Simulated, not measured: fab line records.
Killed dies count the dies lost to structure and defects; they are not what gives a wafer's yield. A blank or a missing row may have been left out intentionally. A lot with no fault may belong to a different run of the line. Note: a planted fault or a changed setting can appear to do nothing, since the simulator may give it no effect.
Matching of chambers	flow n5-finfet	N5_BEOL_M0_STRIP_142 on rie-diel-04: 4 sister chambers
The step strips in N2/H2, time 10 s. 8 wafers are shown with their chamber, then 11 later ones without.

== WAFERS PAIRED WITH THEIR CHAMBERS ==
wafer	chamber	showerhead-plenum-p-Torr (Torr)	throttle-valve-pct (%)
L086.6	1	2.61	23.7
L087.1	2	2.54	24.3
L087.2	0	2.62	23.8
L087.3	3	2.53	23.9
L092.1	2	2.54	24.3
L092.2	1	2.60	23.5
L092.3	3	2.52	23.9
L093.3	0	2.61	23.8

== WAFERS WITHOUT THEIR CHAMBER ==
wafer	showerhead-plenum-p-Torr (Torr)	throttle-valve-pct (%)
L093.4	2.53	24.3
L093.6	2.53	24.3
L094.1	2.60	23.5
L094.4	2.53	24.3
L094.6	2.60	23.5
L095.1	2.52	23.9
L095.4	2.60	23.5
L095.5	2.52	23.9
L096.3	2.52	23.9
L096.4	2.53	24.3
L096.6	2.53	24.4

== THE CHAMBER EACH PASSED THROUGH ==
wafer	from the rows above	in truth
L093.4	2	2
L093.6	2	2
L094.1	1	1
L094.4	2	2
L094.6	1	1
L095.1	3	3
L095.4	1	1
L095.5	3	3
L096.3	3	3
L096.4	2	2
L096.6	2	2
Placed correctly: 11 of 11. Not placeable from these rows: 0. Wrongly placed: 0.
How it was worked out, from the rows above alone: a wafer's distance from a chamber is the root of the sum, over the readings, of the square of ((its reading less the chamber's mean) divided by the reading's scatter). The wafer belongs to the nearest chamber; if the next one is less than 2 further off, it can't be placed. The mean given for a chamber averages the wafers shown for that chamber. The scatter: take each reading less its chamber's mean, square it, sum over the shown wafers, divide by the number of wafers less the number of chambers, and take the root.
